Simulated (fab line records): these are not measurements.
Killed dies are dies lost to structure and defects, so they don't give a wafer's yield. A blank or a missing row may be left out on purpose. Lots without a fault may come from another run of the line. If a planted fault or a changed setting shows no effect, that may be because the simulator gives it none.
A lot that was struck, set against a sound lot / flow n5 finfet / 39 steps out of a route of 1938
Sound: these wafers, L819.2, L819.5, L819.6. Struck: wafers L810.2, L810.4 (left out: L810.3, a lot-mate that was not struck); the cause follows at the end.
Each step with rows lists, per side, the tool, then ch with its chambers, then its first start. Under that, the readings that differ: sound wafers / struck wafers / difference of the means / sigmas: that difference in standard deviations of wafers without a fault.
alike: same words and numbers on both sides, and readings whose means sit less than 2 such deviations apart. not compared: any withheld reading, any reading some wafer has no value for, any bound like >300 that may hide the same value, and any number with overlapping values for which the record gives no deviation.
Wherever a step has rows on one side only, a row that says differs or no value, or a row with sigmas, the two part there. Non-overlapping numbers with no deviation appear without sigmas and do not part them. A reading that every wafer of one side lacks parts them only if that side has two wafers or more.

first, 9 steps without rows for these wafers: N5_BEOL_M1_COAT_22 (resist thk 30 nm); N5_BEOL_M1_EBR_24; N5_BEOL_M1_SOFTBAKE_23 (time 60 s); N5_BEOL_M1_EXPOSE_25 (exposes mask V0, defocus 5 nm, target cd 24 nm); N5_BEOL_M1_PEB_26 (peb time 60 s); N5_BEOL_M1_DEVELOP_27 (develop time 30 s); N5_BEOL_M1_DESCUM_33 (chemistry O2, time 7 s); N5_BEOL_M1_ETCH_77 (etches underlayer in N2/H2, target depth 6.5 nm, time 5.2 s); N5_BEOL_M1_ETCH_69 (etches SiARC in CF4, target depth 15.6 nm, time 26 s).
N5_BEOL_M1_ALD_98: deposits SiO2, target thk 2.5 nm, pulse time 1 s, co reactant pulse time 1 s.
  sound on ald sin-03 ch 0,1, day 11 20:44; struck on ald sin-02 ch 0,2, day 9 18:46
reading=ald cycles; sound=17 17 17; struck=8 8; difference=-9; sigmas=
reading=model.SiO2_of_BEOL_M1_ALD_98.thk nm (nm); sound=2.4 2.4 2.4; struck=1.2 1.2; difference=-1.2; sigmas=
  alike: heater power w, precursor pulse height rel
then, 4 steps without rows for these wafers: N5_BEOL_M1_ETCHBACK_99 (etches SiO2 in CHF3, target depth 5 nm, time 10.4 s); N5_BEOL_M1_ETCH_70 (etches SOC in N2/H2, target depth 80 nm, overetch 16 nm, time 120 s); N5_BEOL_M1_STRIP_71 (strips in N2/H2); N5_BEOL_M1_STRIP_78 (strips in N2/H2).
N5_BEOL_M1_VIA_ETCH_34: etches the open film in C4F6/O2, target depth 67.8 nm, time 64.4 s.
  sound on rie diel-01 ch 0,3, day 11 21:35; struck on rie diel-01 ch 1,3, day 9 22:02
reading=model.BEOL_M1.cd nm (nm); sound=17.8 18.4 17.6; struck=20.8 20.8; difference=+2.9; sigmas=
  alike: drypump motor current A, oes_f_703_au, oes product au, rf vpp V, showerhead plenum p Torr, throttle valve pct
  not compared: rf hours counter h
then, 22 steps without rows for these wafers: N5_BEOL_M1_STRIP_83 (strips in C4F6/O2); N5_BEOL_M1_STRIP_36 (strips in N2/H2); N5_BEOL_M1_TRENCH_ETCH_37 (etches SiOC in C4F6/O2, target depth 55.207 nm, time 29 s); N5_BEOL_M1_ETCH_41 (etches SiCN in CH3F/O2, target depth 31.9 nm, time 57.8 s); N5_BEOL_M1_STRIP_97 (strips in N2/H2, time 10 s); N5_BEOL_M1_HM_STRIP_39 (strips TiN in peroxide tin strip, target depth 25 nm, time 158 s); N5_BEOL_M1_SRD_40 (time 30 s); N5_BEOL_M1_PRECLEAN_42 (cleans in residue remover, time 60 s); N5_BEOL_M1_SRD_43 (time 30 s); N5_BEOL_M1_DEGAS_44 (time 60 s); N5_BEOL_M1_PRE_CLEAN_45 (time 30 s); N5_BEOL_M1_ALD_84 (deposits TaN, pulse time 2 s, purge time 3 s, co reactant purge time 2 s); N5_BEOL_M1_SURFACE_TREAT_85; N5_BEOL_M1_CVD_47 (deposits Co from CCTBA/H2, target thk 3 nm, time 223.8 s); N5_BEOL_M1_SPUTTER_48 (material Cu, target thk 4.5 nm, time 8.29 s); N5_BEOL_M1_ANNEAL_49 (time 240 s); N5_BEOL_M1_SPUTTER_79 (material Cu, target thk 4.5 nm, time 8.29 s); N5_BEOL_M1_ANNEAL_80 (time 240 s); N5_BEOL_M1_SPUTTER_81 (material Cu, target thk 4.5 nm, time 8.29 s); N5_BEOL_M1_ANNEAL_82 (time 240 s); N5_BEOL_M1_SPUTTER_86 (material Cu, target thk 4.5 nm, time 8.29 s); N5_BEOL_M1_ANNEAL_87 (time 240 s).
N5_BEOL_M4_RC_MEAS_101:
  sound on prober-02 ch 0, day 13 21:38; struck on prober-01 ch 0, day 11 05:48
reading=CHAIN_V0 (ohm/link); sound=248 237 254; struck=195 196; difference=-51; sigmas=-5
reading=CHAIN_V0_max_site (ohm/link); sound=251 243 261; struck=201 202; difference=-50; sigmas=-5
reading=DIBL_N (mV/V); sound=35.1 35.7 35.9; struck=38.8 39.6; difference=+3.6; sigmas=+2
reading=IOFF_N (nA/um); sound=0.134 0.144 0.152; struck=0.223 0.225; difference=+0.081; sigmas=+3
  alike: DIBL_P, IOFF_P, ION_N, ION_P, SS_N, SS_P, VT_N, VT_P
-- a jump in the record: the struck wafers' starts before and after are 5 days apart (it breaks off in module BEOL_M4 and resumes in module PASSIVATION, where the first step shown is number 1936 of the route) --
N5_PASSIVATION_PROBE_49:
  the record has rows for the struck wafers here (prober-02, day 15 19:32) and none for the sound ones

## WHERE THEY PART
At N5_BEOL_M4_RC_MEAS_101 first; at N5_PASSIVATION_PROBE_49 last (within this record only).

WHY: what the simulator had put in
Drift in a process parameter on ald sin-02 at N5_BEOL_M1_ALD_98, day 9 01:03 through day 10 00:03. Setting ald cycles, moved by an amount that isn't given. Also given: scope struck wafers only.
